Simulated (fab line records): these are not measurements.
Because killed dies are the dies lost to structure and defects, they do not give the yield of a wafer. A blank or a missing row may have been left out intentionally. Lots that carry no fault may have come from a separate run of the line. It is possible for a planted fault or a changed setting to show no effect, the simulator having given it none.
Chamber matching	flow nand_harc	NHARC_A_BLC_STRIP_29 on rie_diel-09: 4 sister chambers
The step strips in CF4. 4 wafers are shown with their chamber, then 10 later ones without.

## WAFERS WITH THEIR CHAMBER
wafer	chamber	throttle_valve_pct (%)
L087.2	0	13.298
L087.6	2	13.288
L089.1	1	13.281
L089.2	3	13.264

## WAFERS MISSING THEIR CHAMBER
wafer	throttle_valve_pct (%)
L089.6	13.279
L090.1	13.278
L090.3	13.294
L090.6	13.274
L091.4	13.285
L091.5	13.293
L091.6	13.282
L093.2	13.278
L093.3	13.268
L093.6	13.276

## THE CHAMBER EACH PASSED THROUGH
wafer	from the rows above	in truth
L089.6	can't be placed: 1 or 2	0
L090.1	can't be placed: 1 or 2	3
L090.3	can't be placed: 0 or 2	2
L090.6	can't be placed: 1 or 3 or 2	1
L091.4	can't be placed: 2 or 1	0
L091.5	can't be placed: 2 or 0 or 1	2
L091.6	can't be placed: 1 or 2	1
L093.2	can't be placed: 1 or 2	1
L093.3	3	3
L093.6	can't be placed: 1 or 2 or 3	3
Correct placement for 1 of the 10. Not placeable from these rows: 9 (in 6, the candidates include the true chamber). Number placed wrongly: 0.
How it was worked out, from the rows above alone: a wafer's distance from a chamber is the root of the sum, over the readings, of the square of ((its reading less the chamber's mean) divided by the reading's scatter). The wafer belongs to the nearest chamber; if the next one is less than 2 further off, it can't be placed. The mean given for a chamber averages the wafers shown for that chamber. The scatter: with one shown wafer a chamber, the root of the mean of the squares of how far each hidden wafer lies from its nearest shown one.
